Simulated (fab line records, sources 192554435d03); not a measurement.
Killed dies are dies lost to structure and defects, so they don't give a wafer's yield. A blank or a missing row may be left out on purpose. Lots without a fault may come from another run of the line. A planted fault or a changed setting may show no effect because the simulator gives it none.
Split-lot experiment | flow n5_finfet | 7 lots, 39 wafers read, on a route of 1938 steps

THE SPLIT
At N5_BEOL_M2_ETCHBACK_99 (etches SiO2 in CHF3, target depth 5 nm, time 10.4 s), the setting target_depth_a was moved away from the recipe's 50 angstrom on 12 of the 39 wafers read, by -56.0% to +33.8%. The other wafers ran this setting at the recipe's value.

The reading is taken at the split's own step.

THE READING
CAR-EUV_of_BEOL_M2_COAT_22.thk_nm (the simulator's own value, which no gauge read), in nm, at N5_BEOL_M2_ETCHBACK_99 (etches SiO2 in CHF3, target depth 5 nm, time 10.4 s). The file gives no usual value for it. The 27 wafers here that ran the recipe average 10.4 nm, standard deviation 0.095 nm.

wafer  | tool, chamber at the split | target_depth_a as run, angstrom | against the recipe | CAR-EUV_of_BEOL_M2_COAT_22.thk_nm, nm | against lot-mates on the recipe
L077.1 | rie_diel-05, 1,0           | 41.44                           | -17.1%             | 10.6                                  | +0.2
L077.4 | rie_diel-05, 1,0           | 41.44                           | -17.1%             | 10.6                                  | +0.2
L077.2 | rie_diel-05, 3,2,3         | 50                              | recipe             | 10.4                                  | -
L077.3 | rie_diel-05, 3,2,3         | 50                              | recipe             | 10.4                                  | -
L077.6 | rie_diel-05, 3,2,3         | 50                              | recipe             | 10.4                                  | -
L077.5 | rie_diel-05, 2             | 41.44                           | -17.1%             | 10.4                                  | +0.0
L081.1 | rie_diel-01, 3,0,0         | 50                              | recipe             | 10.6                                  | -
L081.4 | rie_diel-01, 3,0,0         | 50                              | recipe             | 10.6                                  | -
L081.6 | rie_diel-01, 3,0,0         | 50                              | recipe             | 10.6                                  | -
L081.2 | rie_diel-01, 1             | 66.88                           | +33.8%             | 10.4                                  | -0.2
L081.5 | rie_diel-01, 1             | 66.88                           | +33.8%             | 10.4                                  | -0.2
L081.3 | rie_diel-01, 2             | 66.88                           | +33.8%             | 10.2                                  | -0.4
L082.1 | rie_diel-01, 3,1,2         | 63.11                           | +26.2%             | 10.2                                  | -0.4
L082.2 | rie_diel-01, 3,1,2         | 63.11                           | +26.2%             | 10.2                                  | -0.4
L082.5 | rie_diel-01, 3,1,2         | 63.11                           | +26.2%             | 10.2                                  | -0.4
L082.3 | rie_diel-01, 0,2,1         | 50                              | recipe             | 10.6                                  | -
L082.4 | rie_diel-01, 0,2,1         | 50                              | recipe             | 10.6                                  | -
L082.6 | rie_diel-01, 0,2,1         | 50                              | recipe             | 10.6                                  | -
L087.1 | rie_diel-01, 3,0,3         | 21.99                           | -56.0%             | 10.8                                  | +0.4
L087.4 | rie_diel-01, 3,0,3         | 21.99                           | -56.0%             | 10.8                                  | +0.4
L087.5 | rie_diel-01, 3,0,3         | 21.99                           | -56.0%             | 10.8                                  | +0.4
L087.2 | rie_diel-01, 1,2,0         | 50                              | recipe             | 10.4                                  | -
L087.3 | rie_diel-01, 1,2,0         | 50                              | recipe             | 10.4                                  | -
L087.6 | rie_diel-01, 1,2,0         | 50                              | recipe             | 10.4                                  | -
L089.1 | rie_diel-06, 2,0,1,1,2,0   | 50                              | recipe             | 10.4                                  | -
L089.2 | rie_diel-06, 2,0,1,1,2,0   | 50                              | recipe             | 10.4                                  | -
L089.3 | rie_diel-06, 2,0,1,1,2,0   | 50                              | recipe             | 10.4                                  | -
L089.4 | rie_diel-06, 2,0,1,1,2,0   | 50                              | recipe             | 10.4                                  | -
L089.5 | rie_diel-06, 2,0,1,1,2,0   | 50                              | recipe             | 10.4                                  | -
L089.6 | rie_diel-06, 2,0,1,1,2,0   | 50                              | recipe             | 10.4                                  | -
L096.2 | rie_diel-05, 1,3,1         | 50                              | recipe             | 10.4                                  | -
L096.4 | rie_diel-05, 1,3,1         | 50                              | recipe             | 10.4                                  | -
L096.5 | rie_diel-05, 1,3,1         | 50                              | recipe             | 10.4                                  | -
L097.1 | rie_diel-05, 0,3,2,1,2     | 50                              | recipe             | 10.4                                  | -
L097.2 | rie_diel-05, 0,3,2,1,2     | 50                              | recipe             | 10.4                                  | -
L097.3 | rie_diel-05, 0,3,2,1,2     | 50                              | recipe             | 10.4                                  | -
L097.5 | rie_diel-05, 0,3,2,1,2     | 50                              | recipe             | 10.4                                  | -
L097.6 | rie_diel-05, 0,3,2,1,2     | 50                              | recipe             | 10.4                                  | -
L097.4 | rie_diel-05, 1             | 50                              | recipe             | 10.2                                  | -
Where a row lists several chambers, the file gives one row for several wafers and doesn't say which wafer went through which chamber.

THE FIT
A straight line over all 39 wafers: CAR-EUV_of_BEOL_M2_COAT_22.thk_nm changes by -0.00602 nm for each +1% of target_depth_a; r = -0.79; the points scatter about the line by 0.097 nm.
The same after taking each lot's own level away (the mean of its wafers on the recipe; 39 wafers): -0.00845 nm for each +1%; r = -0.93; scatter 0.071 nm.
On that fit, the largest move of target_depth_a shifts the reading by 0.47 nm.
The lots' own levels span 10.37 to 10.60 nm, that is 2.5 times the standard deviation above.
So the lot-to-lot level blurs the effect unless lot-mates are compared.
Check: with one of the wafers moved furthest among these (-56.0%) left out of the fit, the line predicts +0.47 nm for it against its lot-mates. It came out at +0.4 nm against them.

OTHER SPLITS ON THESE WAFERS
These wafers also went through other splits before the reading. Each is held against what the fit with the lots' levels taken away leaves over:
other split on the same wafers                  | wafers away from the commonest value | r with CAR-EUV_of_BEOL_M2_COAT_22.thk_nm (lot level and that fit taken away)
N5_FIN_SAQP_HM_DEP_03 time_s                    | 9                                    | +0.19
N5_SPACER0_ALD_00 ald_cycles                    | 6                                    | -0.13
N5_MOL_CONTACT_COAG_ALD_27 time_s               | 15                                   | +0.27
N5_MOL_CONTACT_COAG_VIA_ETCH_117 target_depth_a | 15                                   | +0.15
N5_BEOL_M1_ILD_DEP_00 time_s                    | 15                                   | -0.11

THE FILE'S OWN FIT
CAR-EUV_of_BEOL_M2_COAT_22.thk_nm changes by -0.0084 nm for each +1% of target_depth_a, r = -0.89.
